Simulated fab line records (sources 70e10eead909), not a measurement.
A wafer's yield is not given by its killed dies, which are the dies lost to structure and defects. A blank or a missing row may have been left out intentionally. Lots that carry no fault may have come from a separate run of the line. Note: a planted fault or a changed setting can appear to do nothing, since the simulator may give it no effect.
Problem report, 8D (eight disciplines) form, completed by code    flow nand harc    the parts of the form that need people (team, actions taken, sign-off) are left out

1. WHAT IS WRONG
Mean of thk nm at NHARC_A_ONON_D2_THK_MEAS_34: 244.2 nm across 4 wafers in 2 lots; on wafers with no fault it is 200.9 nm (standard deviation 2.9). That puts it +15 standard deviations away from the usual mean.
The step: measures by ellipsometry.
Earliest sighting: wafer L729.2 on film metro-01 at day 17 17:28. The record holds 18 wafers of 6 lots with a number at this step. Rule for "out", or "out of limits": more than 4 standard deviations from the usual mean. The rest of the wafers with a number are treated as sound.

2. WHAT IT IS; WHAT IT IS NOT
question                     is                              is not
which readings at this step  thk nm                          -
which lots                   L729, L732                      L719, L720, L728, L739
which wafers of those lots   L729.2, L729.6, L732.3, L732.5  L729.5, L732.6
read on which gauges         film metro-01                   film metro-02
when                         from day 17 17:28               up to then (10 sound wafers); but 4 sound wafers of L732, L739 came after

3. THE SUSPECTS, EACH WITH WHAT RULES IT OUT
Counting: if a tool at a process step up to the reading ran every lot that is out, it stays a suspect. Sound lots after the first of them don't rule it out here, since some wafers of a struck lot are sound.
- ruled out: the gauge at NHARC_A_ONON_D2_THK_MEAS_34. All the wafers that are out were read on film metro-01, but those of them that NHARC_A_ONON_D2_DEP_33 has rows for are out there too, on other tools.
- pecvd-02 at NHARC_A_ONON_D2_DEP_33 (deposits SiO2, target thk 200 nm): kept. Every lot that is out went through it, the first being L729 (day 17 17:02); the last sound lot it ran before that was L719 (day 13 12:22). Its own readings are out on those wafers: mfc precursor sccm.
- At NHARC_A_ONON_D2_DEP_33 on pecvd-02, chamber 0 took the sound wafers of the same lots and chamber 1 took the wafers that are out.
Remaining after the count: pecvd-02 at NHARC_A_ONON_D2_DEP_33.

4. THE CAUSE (what the simulator had put in)
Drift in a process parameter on pecvd-02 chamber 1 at NHARC_A_ONON_D2_DEP_33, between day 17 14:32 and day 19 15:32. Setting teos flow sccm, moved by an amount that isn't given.
After counting, this tool was the only one left.

5. THE EFFECT CHAIN, in route order
Each row: a reading whose mean over the struck wafers that have a number lies more than 3 standard deviations from the usual. Readings are gone through only where the record gives a usual standard deviation; hours: the median, over the lots, of the time from a lot's start at the first step in this table giving one to that lot's start at this step; sigmas: the change measured in usual standard deviations.
hours  step                         reading             usual       on struck wafers  change  sigmas
0      NHARC_A_ONON_D2_DEP_33       mfc precursor sccm  161.4 sccm  198.8             +37.4   +76
0      NHARC_A_ONON_D2_THK_MEAS_34  thk nm              200.9 nm    244.2             +43.3   +15
Its process steps:
- NHARC_A_ONON_D2_DEP_33: deposits SiO2, target thk 200 nm.
At these later measuring or inspecting steps, every struck wafer for which the step has a row has a number for every such reading, and none has moved that far: NHARC_END_SORT_01.

6. HOW IT WOULD HAVE BEEN CAUGHT EARLIER
The first out-of-limits reading at a measuring or inspecting step in this record came at day 17 17:28, 3 hours after the fault's start at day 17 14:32.
Tool's own readings at NHARC_A_ONON_D2_DEP_33, mfc precursor sccm: out on all struck wafers the step has rows for; an alarm limit on them would have tripped on the first.
Of the lots that are out (2), L732 began NHARC_A_ONON_D2_DEP_33 on pecvd-02 after day 17 17:28. A tool hold placed at that time would have kept it from harm.
